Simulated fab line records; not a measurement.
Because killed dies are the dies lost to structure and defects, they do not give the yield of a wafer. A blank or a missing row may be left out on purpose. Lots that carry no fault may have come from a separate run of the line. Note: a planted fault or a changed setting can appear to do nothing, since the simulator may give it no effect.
Chamber matching :: flow nand harc :: NHARC_A_CONTACT_ETCH_88 on rie diel-12: 3 sister chambers
The step etches the open film in CF4, target depth 39 nm, time 65 s. 16 wafers are shown with their chamber, then 6 later ones without.

WAFERS, EACH WITH ITS CHAMBER
wafer: L075.2
chamber: 2
showerhead plenum p Torr (Torr): 1.67
drypump motor current A (A): 5.3
rf vpp V (V): 150.1

wafer: L075.3
chamber: 3
showerhead plenum p Torr (Torr): 1.81
drypump motor current A (A): 5.5
rf vpp V (V): 151.1

wafer: L075.5
chamber: 2
showerhead plenum p Torr (Torr): 1.67
drypump motor current A (A): 5.3
rf vpp V (V): 149.1

wafer: L076.2
chamber: 3
showerhead plenum p Torr (Torr): 1.81
drypump motor current A (A): 5.5
rf vpp V (V): 152.7

wafer: L076.4
chamber: 3
showerhead plenum p Torr (Torr): 1.81
drypump motor current A (A): 5.5
rf vpp V (V): 152.1

wafer: L076.5
chamber: 2
showerhead plenum p Torr (Torr): 1.67
drypump motor current A (A): 5.4
rf vpp V (V): 149.6

wafer: L079.2
chamber: 2
showerhead plenum p Torr (Torr): 1.67
drypump motor current A (A): 5.3
rf vpp V (V): 149.5

wafer: L079.3
chamber: 1
showerhead plenum p Torr (Torr): 1.89
drypump motor current A (A): 6.0
rf vpp V (V): 152.9

wafer: L079.6
chamber: 3
showerhead plenum p Torr (Torr): 1.81
drypump motor current A (A): 5.5
rf vpp V (V): 153.1

wafer: L083.1
chamber: 1
showerhead plenum p Torr (Torr): 1.89
drypump motor current A (A): 5.9
rf vpp V (V): 152.6

wafer: L083.3
chamber: 3
showerhead plenum p Torr (Torr): 1.81
drypump motor current A (A): 5.5
rf vpp V (V): 153.1

wafer: L083.5
chamber: 3
showerhead plenum p Torr (Torr): 1.81
drypump motor current A (A): 5.5
rf vpp V (V): 152.1

wafer: L084.1
chamber: 3
showerhead plenum p Torr (Torr): 1.81
drypump motor current A (A): 5.5
rf vpp V (V): 151.8

wafer: L084.2
chamber: 2
showerhead plenum p Torr (Torr): 1.67
drypump motor current A (A): 5.3
rf vpp V (V): 151.1

wafer: L084.6
chamber: 2
showerhead plenum p Torr (Torr): 1.67
drypump motor current A (A): 5.3
rf vpp V (V): 150.7

wafer: L088.2
chamber: 1
showerhead plenum p Torr (Torr): 1.88
drypump motor current A (A): 5.9
rf vpp V (V): 153.5

SIGNATURES, as means of the wafers listed above
reading: showerhead plenum p Torr
chamber 1: 1.8867
chamber 2: 1.6700
chamber 3: 1.8100
scatter within a chamber: 0.00226

reading: drypump motor current A
chamber 1: 5.933
chamber 2: 5.317
chamber 3: 5.500
scatter within a chamber: 0.034

reading: rf vpp V
chamber 1: 153.000
chamber 2: 150.017
chamber 3: 152.286
scatter within a chamber: 0.71
Rule: a wafer lies at a distance from a chamber equal to the root of the sum of squares, over the readings, of (its reading less the chamber's mean, divided by the reading's scatter). The wafer belongs to the nearest chamber; if the next one is less than 2 further off, it can't be placed. The scatter is the square root of a quotient: the sum, over the shown wafers, of each reading's squared deviation from its chamber's mean, divided by wafers minus chambers.

WAFERS WITHOUT THEIR CHAMBER
wafer: L088.3
showerhead plenum p Torr (Torr): 1.66
drypump motor current A (A): 5.3
rf vpp V (V): 149.4

wafer: L088.6
showerhead plenum p Torr (Torr): 1.88
drypump motor current A (A): 5.9
rf vpp V (V): 155.1

wafer: L096.4
showerhead plenum p Torr (Torr): 1.66
drypump motor current A (A): 5.3
rf vpp V (V): 150.6

wafer: L097.2
showerhead plenum p Torr (Torr): 1.66
drypump motor current A (A): 5.3
rf vpp V (V): 149.2

wafer: L097.4
showerhead plenum p Torr (Torr): 1.80
drypump motor current A (A): 5.5
rf vpp V (V): 151.3

wafer: L097.6
showerhead plenum p Torr (Torr): 1.66
drypump motor current A (A): 5.3
rf vpp V (V): 149.7

EACH ONE'S CHAMBER
wafer: L088.3
from the rows above: 2
in truth: 2

wafer: L088.6
from the rows above: 1
in truth: 1

wafer: L096.4
from the rows above: 2
in truth: 2

wafer: L097.2
from the rows above: 2
in truth: 2

wafer: L097.4
from the rows above: 3
in truth: 3

wafer: L097.6
from the rows above: 2
in truth: 2
Placed correctly: 6 of 6. Can't be placed from these rows: 0. Placed wrongly: 0.
